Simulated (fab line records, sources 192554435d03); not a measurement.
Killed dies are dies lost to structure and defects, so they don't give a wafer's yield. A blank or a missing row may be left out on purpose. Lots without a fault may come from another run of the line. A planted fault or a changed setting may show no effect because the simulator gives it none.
Split-lot experiment | flow n5_finfet | 7 lots, 21 wafers read, on a route of 1938 steps

THE SPLIT
At N5_BEOL_M6_HM_DEP_02 (deposits TiN, target thk 20 nm), the setting target_thk_a was moved away from the recipe's 200 angstrom on 6 of the 21 wafers read, by -11.8% to +8.2%. The other wafers ran this setting at the recipe's value.

FROM THE SPLIT TO THE READING: what the file shows between them, 9 steps
- N5_BEOL_M6_EXPOSE_08: exposes mask M6 (also split here: dose_mj)
- N5_BEOL_M6_PEB_09: peb time 60 s
- N5_BEOL_M6_DEVELOP_10: develop time 30 s
- N5_BEOL_M6_CD_MEAS_11: target cd 38.5 nm
- N5_BEOL_M6_DESCUM_16: chemistry O2, time 7.9 s
- N5_BEOL_M6_ETCH_61: etches SiARC in CF4, target depth 45.5 nm, time 75.8 s
- N5_BEOL_M6_ETCH_62: etches SOC in N2/H2, target depth 110 nm, overetch 22 nm, time 165 s
- N5_BEOL_M6_STRIP_68: strips in N2/H2
- N5_BEOL_M6_STRIP_67: strips in CF4

THE READING
etch.depth_nm (the simulator's own value, which no gauge read), in nm, at N5_BEOL_M6_HM_OPEN_17 (chemistry Cl2/BCl3, target TiN, target depth 20 nm, overetch 6 nm). The file gives no usual value for it. The 15 wafers here that ran the recipe average 19.94 nm, standard deviation 0.2 nm.

wafer  | tool, chamber at the split | target_thk_a as run, angstrom | against the recipe | etch.depth_nm, nm | against lot-mates on the recipe
L074.1 | pvd_sputter-03, -          | 176.4                         | -11.8%             | 17.57             | -2.27
L074.3 | pvd_sputter-03, -          | 176.4                         | -11.8%             | 17.41             | -2.43
L074.4 | pvd_sputter-03, -          | 200                           | recipe             | 19.84             | -
L077.2 | pvd_sputter-03, -          | 200                           | recipe             | 19.7              | -
L077.3 | pvd_sputter-03, -          | 200                           | recipe             | 19.85             | -
L077.6 | pvd_sputter-03, -          | 200                           | recipe             | 19.72             | -
L078.1 | pvd_sputter-03, -          | 216.3                         | +8.2%              | 21.48             | +1.59
L078.2 | pvd_sputter-03, -          | 200                           | recipe             | 19.88             | -
L078.6 | pvd_sputter-03, -          | 200                           | recipe             | 19.91             | -
L080.2 | pvd_sputter-01, -          | 210.7                         | +5.3%              | 21.03             | no lot-mate on the recipe
L080.3 | pvd_sputter-01, -          | 210.7                         | +5.3%              | 21.2              | no lot-mate on the recipe
L080.5 | pvd_sputter-01, -          | 210.7                         | +5.3%              | 21.26             | no lot-mate on the recipe
L082.2 | pvd_sputter-03, -          | 200                           | recipe             | 19.77             | -
L082.3 | pvd_sputter-03, -          | 200                           | recipe             | 19.82             | -
L082.5 | pvd_sputter-03, -          | 200                           | recipe             | 19.66             | -
L086.1 | pvd_sputter-01, -          | 200                           | recipe             | 20.19             | -
L086.5 | pvd_sputter-01, -          | 200                           | recipe             | 20.17             | -
L086.6 | pvd_sputter-01, -          | 200                           | recipe             | 19.96             | -
L095.1 | pvd_sputter-02, -          | 200                           | recipe             | 20.16             | -
L095.3 | pvd_sputter-02, -          | 200                           | recipe             | 20.32             | -
L095.4 | pvd_sputter-02, -          | 200                           | recipe             | 20.19             | -

THE FIT
A straight line over all 21 wafers: etch.depth_nm changes by +0.209 nm for each +1% of target_thk_a; r = +0.98; the points scatter about the line by 0.19 nm.
The same after taking each lot's own level away (the mean of its wafers on the recipe; 18 wafers): +0.198 nm for each +1%; r = +1.00; scatter 0.074 nm.
On that fit, the largest move of target_thk_a shifts the reading by 2.3 nm.
The lots' own levels span 19.750 to 20.223 nm, that is 2.3 times the standard deviation above.
So the lot-to-lot level changes the slope little: the two slopes agree.
Check: with one of the wafers moved furthest among these (-11.8%) left out of the fit, the line predicts -2.39 nm for it against its lot-mates. It came out at -2.27 nm against them.

OTHER SPLITS ON THESE WAFERS
These wafers also went through other splits before the reading. Each is held against what the fit with the lots' levels taken away leaves over:
other split on the same wafers     | wafers away from the commonest value | r with etch.depth_nm (lot level and that fit taken away)
N5_BEOL_M4_TRENCH_ETCH_37 source_w | 9                                    | -0.09
N5_BEOL_M5_COAT_22 spin_rpm        | 7                                    | +0.02
N5_BEOL_M5_ETCH_68 bias_w          | 6                                    | +0.31
N5_BEOL_M6_EXPOSE_08 dose_mj       | 9                                    | +0.10

THE WHOLE CHAIN: every reading that the file lists as answering this split, in the file's order
step                  | what it does                                                      | reading                                                                          | change (the file's fit)               | r (the file's)
N5_BEOL_M6_HM_DEP_02  | deposits TiN, target thk 20 nm                                    | TiN_of_BEOL_M6_HM_DEP_02.thk_nm (the simulator's own value, which no gauge read) | +0.191 nm for each +1% of the setting | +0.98
N5_BEOL_M6_HM_OPEN_17 | chemistry Cl2/BCl3, target TiN, target depth 20 nm, overetch 6 nm | etch.depth_nm (the simulator's own value, which no gauge read)                   | +0.198 nm for each +1% of the setting | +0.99

THE FILE'S OWN FIT
etch.depth_nm changes by +0.198 nm for each +1% of target_thk_a, r = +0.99.
